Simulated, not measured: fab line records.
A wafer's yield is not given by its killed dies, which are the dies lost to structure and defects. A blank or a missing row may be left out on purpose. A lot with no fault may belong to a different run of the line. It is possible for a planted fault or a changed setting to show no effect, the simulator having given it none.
Matching of chambers | flow nand harc | NHARC_A_DECK1_JOINT_CMP_02 on cmp-02 has 4 sister chambers
The step polishes SiOx. 4 wafers are shown with their chamber, then 8 later ones without.

## WAFERS WITH THEIR CHAMBER
wafer  | chamber | motor current A (A)
L963.3 | 3       | 11.5
L971.5 | 0       | 12.7
L971.6 | 1       | 13.3
L972.2 | 2       | 11.6

## WAFERS WITH NO CHAMBER GIVEN
wafer  | motor current A (A)
L972.3 | 12.4
L972.4 | 11.3
L975.1 | 13.9
L975.2 | 12.4
L975.4 | 11.4
L977.1 | 11.0
L977.2 | 13.0
L977.5 | 12.3

## THE CHAMBER EACH PASSED THROUGH
wafer  | from the rows above               | in truth
L972.3 | can't be placed: 0 or 2 or 1 or 3 | 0
L972.4 | can't be placed: 3 or 2           | 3
L975.1 | can't be placed: 1 or 0           | 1
L975.2 | can't be placed: 0 or 2 or 1 or 3 | 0
L975.4 | can't be placed: 3 or 2           | 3
L977.1 | can't be placed: 3 or 2           | 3
L977.2 | can't be placed: 0 or 1           | 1
L977.5 | can't be placed: 0 or 2 or 3 or 1 | 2
Correctly placed: 0 of 8. Can't be placed from these rows: 8 (the true chamber is among the candidates in 8). 0 placed wrongly.
How it was worked out, from the rows above alone: a wafer's distance from a chamber is the root of the sum, over the readings, of the square of ((its reading less the chamber's mean) divided by the reading's scatter). The wafer belongs to the nearest chamber; if the next one is less than 2 further off, it can't be placed. Each chamber's mean is taken over the wafers shown for it. The scatter (one wafer shown for each chamber): square how far every hidden wafer sits from the nearest shown wafer, average those squares and take the square root.
